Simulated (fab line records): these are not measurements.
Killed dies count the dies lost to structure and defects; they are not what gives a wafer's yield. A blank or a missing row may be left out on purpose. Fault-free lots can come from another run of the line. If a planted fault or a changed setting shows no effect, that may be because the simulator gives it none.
Which tool was responsible? | flow nand harc | 45 wafers from 15 lots sampled at 5 of the route's 1302 steps

## WHAT THE GAUGES SHOWED, per wafer
NHARC_A_CHANNEL_HOLE_D2_CD_MEAS_31.
lot  | measured     | on        | cd nm (nm)
L929 | day 13 14:37 | cd sem-03 | 87.1 88.4 87.6
L930 | day 13 15:01 | cd sem-02 | 90.4 89.6 90.2
L931 | day 14 12:38 | cd sem-01 | 87.3 91.7 88.2
L936 | day 16 18:36 | cd sem-03 | -0.2 -1.1 -0.6
L937 | day 17 04:09 | cd sem-03 | 0.3 0.4 0.6
L938 | day 17 12:04 | cd sem-02 | 0.5 -0.1 0.9
L940 | day 18 03:52 | cd sem-03 | 90.1 92.1 89.2
L944 | day 19 11:50 | cd sem-02 | 88.1 92.1 90.9
L942 | day 19 23:10 | cd sem-02 | 89.6 92.2 88.6
L945 | day 20 07:49 | cd sem-01 | 90.3 88.4 87.6
L946 | day 20 13:01 | cd sem-02 | 91.9 88.2 88.8
L948 | day 21 23:19 | cd sem-01 | 89.0 91.2 87.4
L950 | day 22 05:53 | cd sem-02 | 91.5 89.6 89.5
L951 | day 22 21:32 | cd sem-02 | 89.5 90.3 90.1
L952 | day 22 22:14 | cd sem-02 | 92.5 93.0 91.0

## WHICH TOOL RAN EACH LOT (tool, then ch and the chambers of the sampled wafers, then the start)
lot  | NHARC_A_CHANNEL_HOLE_D2_ETCH_34               | NHARC_A_CHANNEL_HOLE_D2_ETCH_16               | NHARC_A_CHANNEL_HOLE_D2_ETCH_21  | NHARC_A_CHANNEL_HOLE_D2_ETCH_44
L929 | rie diel-04 ch 0,1,3, day 13 09:32 or earlier | rie diel-04 ch 0,2, day 13 09:32 or earlier   | har etch-01 ch 0,1, day 13 09:32 | rie diel-05 ch 0,2, day 13 13:50
L930 | rie diel-05 ch 0,3, day 13 09:55 or earlier   | rie diel-05 ch 0,1,2, day 13 09:55 or earlier | har etch-02 ch 0,1, day 13 09:55 | rie diel-08 ch 2,3, day 13 14:13
L931 | rie diel-05 ch 0,1,2, day 14 07:32 or earlier | rie diel-05 ch 0,3, day 14 07:32 or earlier   | har etch-01 ch 0,1, day 14 07:32 | rie diel-05 ch 0,2,3, day 14 11:52
L936 | rie diel-08 ch 0,1,3, day 16 13:31 or earlier | rie diel-08 ch 1,2,3, day 16 13:31 or earlier | har etch-02 ch 0,1, day 16 13:31 | rie diel-08 ch 0,1,2, day 16 17:46
L937 | rie diel-05 ch 0,1,3, day 16 23:08 or earlier | rie diel-05 ch 2,3, day 16 23:08 or earlier   | har etch-01 ch 0,1, day 16 23:08 | rie diel-04 ch 1,2,3, day 17 03:20
L938 | rie diel-05 ch 1,2,3, day 17 06:59 or earlier | rie diel-05 ch 0,2,3, day 17 06:59 or earlier | har etch-01 ch 0,1, day 17 06:59 | rie diel-05 ch 0,2,3, day 17 11:16
L940 | rie diel-05 ch 0,2,3, day 17 22:46 or earlier | rie diel-05 ch 0,1,2, day 17 22:46 or earlier | har etch-02 ch 0,1, day 17 22:46 | rie diel-04 ch 0,2,3, day 18 03:04
L944 | rie diel-08 ch 0,1,2, day 19 06:47 or earlier | rie diel-08 ch 0,1,3, day 19 06:47 or earlier | har etch-01 ch 0,1, day 19 06:47 | rie diel-04 ch 0,1,3, day 19 11:01
L942 | rie diel-05 ch 0,2,3, day 19 18:04 or earlier | rie diel-05 ch 2,3, day 19 18:04 or earlier   | har etch-01 ch 0,1, day 19 18:04 | rie diel-08 ch 0,1,2, day 19 22:23
L945 | rie diel-05 ch 2,3, day 20 02:46 or earlier   | rie diel-05 ch 0,2, day 20 02:46 or earlier   | har etch-02 ch 0,1, day 20 02:46 | rie diel-05 ch 0,1,2, day 20 07:00
L946 | rie diel-08 ch 0,1,2, day 20 07:53 or earlier | rie diel-08 ch 0,1,2, day 20 07:53 or earlier | har etch-02 ch 0,1, day 20 07:53 | rie diel-05 ch 1,2,3, day 20 12:12
L948 | rie diel-04 ch 0,1, day 21 18:08 or earlier   | rie diel-04 ch 0,2,3, day 21 18:08 or earlier | har etch-01 ch 0,1, day 21 18:08 | rie diel-08 ch 2,3, day 21 22:25
L950 | rie diel-05 ch 0,2, day 22 00:47 or earlier   | rie diel-05 ch 0,1,3, day 22 00:47 or earlier | har etch-02 ch 0,1, day 22 00:47 | rie diel-05 ch 1,2,3, day 22 05:05
L951 | rie diel-08 ch 0,1,3, day 22 16:40 or earlier | rie diel-08 ch 0,3, day 22 16:40 or earlier   | har etch-02 ch 0,1, day 22 16:40 | rie diel-05 ch 0,1, day 22 20:44
L952 | rie diel-05 ch 0,1,3, day 22 17:07 or earlier | rie diel-05 ch 1,2,3, day 22 17:07 or earlier | har etch-01 ch 0,1, day 22 17:07 | rie diel-04 ch 0,2,3, day 22 21:25
- NHARC_A_CHANNEL_HOLE_D2_ETCH_34: etches the open film in CF4/CHF3, target depth 154 nm, time 77 s.
- NHARC_A_CHANNEL_HOLE_D2_ETCH_16: etches the open film in O2/COS, target depth 3100 nm, time 806 s.
- NHARC_A_CHANNEL_HOLE_D2_ETCH_21: etches the open film in C4F8/O2/Ar, time 514.3 s, target depth 1600 nm.
- NHARC_A_CHANNEL_HOLE_D2_ETCH_44: etches the open film in CF4/O2, target depth 140 nm, overetch 14 nm, time 77 s.

## WHAT THE TOOLS THEMSELVES READ (means of the sampled wafers that have a number; where no wafer has one, the mark that the record gives instead)
NHARC_A_CHANNEL_HOLE_D2_ETCH_34.
lot  | tool        | bias w (W) | cf4 flow sccm (sccm) | drypump motor current A (A) | mfc ar sccm (sccm) | oes product au (a.u.) | rf vpp V (V) | showerhead plenum p Torr (Torr) | throttle valve pct (%)
L929 | rie diel-04 | 200.0      | 100.0                | 5.5                         | 0.0000             | 0.970                 | 373.0        | 1.63                            | 16.797
L930 | rie diel-05 | 199.7      | 99.8                 | 5.6                         | 0.0000             | 0.967                 | 369.3        | 1.53                            | 16.800
L931 | rie diel-05 | 200.0      | 100.1                | 5.7                         | 0.0009             | 0.971                 | 370.4        | 1.57                            | 16.798
L936 | rie diel-08 | 200.2      | 99.9                 | 5.8                         | 0.0000             | 0.968                 | 370.2        | 1.54                            | 16.801
L937 | rie diel-05 | 200.0      | 100.0                | 5.6                         | 0.0009             | 0.968                 | 370.6        | 1.57                            | 16.809
L938 | rie diel-05 | 200.2      | 100.2                | 5.4                         | 0.0009             | 0.970                 | 369.2        | 1.53                            | 16.802
L940 | rie diel-05 | 200.4      | 99.9                 | 5.8                         | 0.0000             | 0.961                 | 368.2        | 1.52                            | 16.796
L944 | rie diel-08 | 199.4      | 100.3                | 5.4                         | 0.0000             | 0.948                 | 368.7        | 1.52                            | 16.805
L942 | rie diel-05 | 200.1      | 100.3                | 5.8                         | 0.0000             | 0.966                 | 369.8        | 1.52                            | 16.794
L945 | rie diel-05 | 200.0      | 99.8                 | 5.6                         | 0.0000             | 0.964                 | 367.7        | 1.48                            | 16.798
L946 | rie diel-08 | 199.9      | 100.0                | 5.4                         | 0.0000             | 0.972                 | 368.3        | 1.52                            | 16.806
L948 | rie diel-04 | 200.0      | 100.1                | 5.3                         | 0.0000             | 0.985                 | 371.6        | 1.63                            | 16.811
L950 | rie diel-05 | 199.6      | 100.5                | 5.9                         | 0.0000             | 0.956                 | 368.8        | 1.51                            | 16.801
L951 | rie diel-08 | 199.7      | 99.9                 | 5.8                         | 0.0000             | 0.970                 | 370.1        | 1.54                            | 16.788
L952 | rie diel-05 | 200.2      | 100.1                | 5.6                         | 0.0009             | 0.949                 | 370.7        | 1.57                            | 16.801

NHARC_A_CHANNEL_HOLE_D2_ETCH_16.
lot  | tool        | bias w (W) | chamber pressure mTorr (mTorr) | drypump motor current A (A) | mfc ar sccm (sccm) | oes product au (a.u.) | rf vpp V (V) | showerhead plenum p Torr (Torr) | throttle valve pct (%)
L929 | rie diel-04 | 299.9      | 19.988                         | 5.2                         | 0.0000             | 1.010                 | 314.9        | 3.18                            | 28.328
L930 | rie diel-05 | 300.0      | 19.997                         | 5.7                         | 0.0009             | 0.996                 | 315.2        | 3.11                            | 28.332
L931 | rie diel-05 | 300.5      | 20.002                         | 5.6                         | 0.0000             | 0.990                 | 313.5        | 3.03                            | 28.333
L936 | rie diel-08 | 299.7      | 19.968                         | 5.5                         | 0.0000             | 1.004                 | 313.8        | 3.08                            | 28.327
L937 | rie diel-05 | 300.5      | 19.981                         | 5.6                         | 0.0000             | 0.998                 | 312.6        | 2.93                            | 28.335
L938 | rie diel-05 | 300.1      | 19.995                         | 5.8                         | 0.0000             | 1.001                 | 313.1        | 3.02                            | 28.326
L940 | rie diel-05 | 299.8      | 20.028                         | 5.7                         | 0.0009             | 1.005                 | 314.4        | 3.11                            | 28.326
L944 | rie diel-08 | 300.2      | 19.996                         | 5.8                         | 0.0000             | 0.999                 | 313.5        | 3.05                            | 28.331
L942 | rie diel-05 | 300.3      | 20.004                         | 5.6                         | 0.0000             | 0.992                 | 310.6        | 2.92                            | 28.331
L945 | rie diel-05 | 300.2      | 20.005                         | 6.2                         | 0.0000             | 0.991                 | 314.0        | 3.09                            | 28.324
L946 | rie diel-08 | 299.3      | 20.007                         | 5.5                         | 0.0000             | 1.006                 | 312.8        | 3.01                            | 28.331
L948 | rie diel-04 | 300.1      | 20.003                         | 5.4                         | 0.0000             | 1.013                 | 315.3        | 3.17                            | 28.335
L950 | rie diel-05 | 300.4      | 20.003                         | 5.6                         | 0.0009             | 0.997                 | 314.5        | 3.12                            | 28.325
L951 | rie diel-08 | 299.6      | 20.020                         | 5.6                         | 0.0000             | 1.005                 | 311.4        | 2.98                            | 28.329
L952 | rie diel-05 | 300.3      | 19.984                         | 5.4                         | 0.0009             | 1.006                 | 312.9        | 3.03                            | 28.333

NHARC_A_CHANNEL_HOLE_D2_ETCH_21.
lot  | tool        | c4f8 flow sccm (sccm) | chamber pressure mTorr (mTorr) | drypump motor current A (A) | mfc ar sccm (sccm) | showerhead plenum p Torr (Torr) | temp c (C) | throttle valve pct (%)
L929 | har etch-01 | 88.99                 | 19.993                         | 5.67                        | 375.9              | 3.60                            | -20.08     | 32.161
L930 | har etch-02 | 89.13                 | 19.984                         | 5.77                        | 373.7              | 3.46                            | -19.87     | 32.153
L931 | har etch-01 | 89.14                 | 20.002                         | 5.65                        | 375.0              | 3.64                            | -20.12     | 32.161
L936 | har etch-02 | -                     | -                              | -                           | -                  | -                               | -          | -
L937 | har etch-01 | -                     | -                              | -                           | -                  | -                               | -          | -
L938 | har etch-01 | -                     | -                              | -                           | -                  | -                               | -          | -
L940 | har etch-02 | 89.34                 | 19.994                         | 5.96                        | 374.2              | 3.93                            | -20.10     | 32.150
L944 | har etch-01 | 89.41                 | 19.994                         | 5.65                        | 376.0              | 3.60                            | -19.87     | 32.153
L942 | har etch-01 | 89.03                 | 19.995                         | 5.67                        | 376.3              | 3.55                            | -19.95     | 32.162
L945 | har etch-02 | 89.11                 | 19.996                         | 5.96                        | 373.8              | 3.91                            | -19.97     | 32.152
L946 | har etch-02 | 88.90                 | 19.997                         | 5.78                        | 375.0              | 3.91                            | -20.12     | 32.156
L948 | har etch-01 | 89.38                 | 19.978                         | 5.65                        | 375.3              | 3.58                            | -19.98     | 32.156
L950 | har etch-02 | 89.35                 | 19.998                         | 5.94                        | 375.6              | 3.89                            | -19.88     | 32.153
L951 | har etch-02 | 89.36                 | 20.004                         | 5.96                        | 374.5              | 3.89                            | -20.08     | 32.155
L952 | har etch-01 | 89.03                 | 20.015                         | 5.65                        | 375.1              | 3.57                            | -20.00     | 32.159

NHARC_A_CHANNEL_HOLE_D2_ETCH_44.
lot  | tool        | bias w (W) | cf4 flow sccm (sccm) | drypump motor current A (A) | mfc ar sccm (sccm) | oes_o_777_au (a.u.) | oes product au (a.u.) | rf vpp V (V) | showerhead plenum p Torr (Torr) | throttle valve pct (%)
L929 | rie diel-05 | 100.2      | 79.75                | 6.1                         | 0.0000             | 1.005               | 0.992                 | 197.4        | 1.32                            | 13.401
L930 | rie diel-08 | 99.7       | 79.82                | 5.3                         | 0.0000             | 0.996               | 0.997                 | 197.2        | 1.31                            | 13.400
L931 | rie diel-05 | 99.7       | 79.90                | 5.8                         | 0.0000             | 1.002               | 1.001                 | 196.6        | 1.29                            | 13.396
L936 | rie diel-08 | 99.9       | 80.08                | 5.4                         | 0.0000             | 0.997               | 1.002                 | 197.1        | 1.29                            | 13.404
L937 | rie diel-04 | 100.1      | 79.80                | 5.7                         | 0.0000             | 1.001               | 1.002                 | 198.1        | 1.36                            | 13.393
L938 | rie diel-05 | 99.9       | 80.06                | 5.8                         | 0.0000             | 1.003               | 0.997                 | 197.0        | 1.29                            | 13.391
L940 | rie diel-04 | 100.2      | 79.98                | 5.4                         | 0.0000             | 1.000               | 1.011                 | 197.8        | 1.36                            | 13.392
L944 | rie diel-04 | 99.9       | 79.94                | 5.5                         | 0.0000             | 0.998               | 1.012                 | 198.3        | 1.38                            | 13.408
L942 | rie diel-08 | 100.0      | 79.91                | 5.4                         | 0.0000             | 0.996               | 0.997                 | 196.3        | 1.29                            | 13.391
L945 | rie diel-05 | 99.8       | 79.90                | 5.7                         | 0.0009             | 0.998               | 0.988                 | 198.1        | 1.33                            | 13.394
L946 | rie diel-05 | 99.9       | 79.88                | 5.4                         | 0.0009             | 0.998               | 0.993                 | 196.6        | 1.30                            | 13.387
L948 | rie diel-08 | 100.0      | 79.91                | 5.3                         | 0.0000             | 0.999               | 0.996                 | 197.7        | 1.31                            | 13.399
L950 | rie diel-05 | 100.1      | 80.12                | 5.4                         | 0.0009             | 0.999               | 1.004                 | 196.3        | 1.30                            | 13.391
L951 | rie diel-05 | 99.5       | 79.92                | 5.5                         | 0.0019             | 1.000               | 1.000                 | 198.4        | 1.38                            | 13.394
L952 | rie diel-04 | 99.8       | 79.99                | 5.4                         | 0.0000             | 0.994               | 1.013                 | 198.2        | 1.36                            | 13.406

## THE ANSWER, worked out from the rows above alone
Rule: what is usual is taken from the lots themselves. Put in order of their means at a reading, lots are off if they are a third of the lots or fewer, leave a main group of 4 or more, and stand apart from it by a gap of 3 or more times the standard deviation of the main group's means; of several such gaps the widest counts. If all means in a main group match to the digits the tables above print for the reading, that group is not used. Also off: a lot with no number at a reading for which 4 or more lots have one. All remaining lots with rows at the step are treated as sound. After the gauges, taken in route order, come the tools' own readings; for these a lot's mean is taken, as printed above. At the first step where some lot is off, the reading lying furthest off is the one used; lots without a number count as furthest.
Off: L936, L937, L938, at NHARC_A_CHANNEL_HOLE_D2_CD_MEAS_31 (cd nm). For the main group the mean is 89.8 nm and the standard deviation 1.
If a tool, at a process step before that reading, ran all the lots that are off and no sound lot after the first of them, it fits. Not tried: the gauges at NHARC_A_CHANNEL_HOLE_D2_CD_MEAS_31; whatever is off there is also off at NHARC_A_CHANNEL_HOLE_D2_ETCH_21, on other tools, and gauge error can't account for it. Because NHARC_A_CHANNEL_HOLE_D2_ETCH_34 lacks a start for some lots, the hours and order of its lots are taken from NHARC_A_CHANNEL_HOLE_D2_ETCH_21. Because NHARC_A_CHANNEL_HOLE_D2_ETCH_16 lacks a start for some lots, the hours and order of its lots are taken from NHARC_A_CHANNEL_HOLE_D2_ETCH_21. Of those tried, none fits.

## WHAT HAD BEEN PUT IN BY THE SIMULATOR
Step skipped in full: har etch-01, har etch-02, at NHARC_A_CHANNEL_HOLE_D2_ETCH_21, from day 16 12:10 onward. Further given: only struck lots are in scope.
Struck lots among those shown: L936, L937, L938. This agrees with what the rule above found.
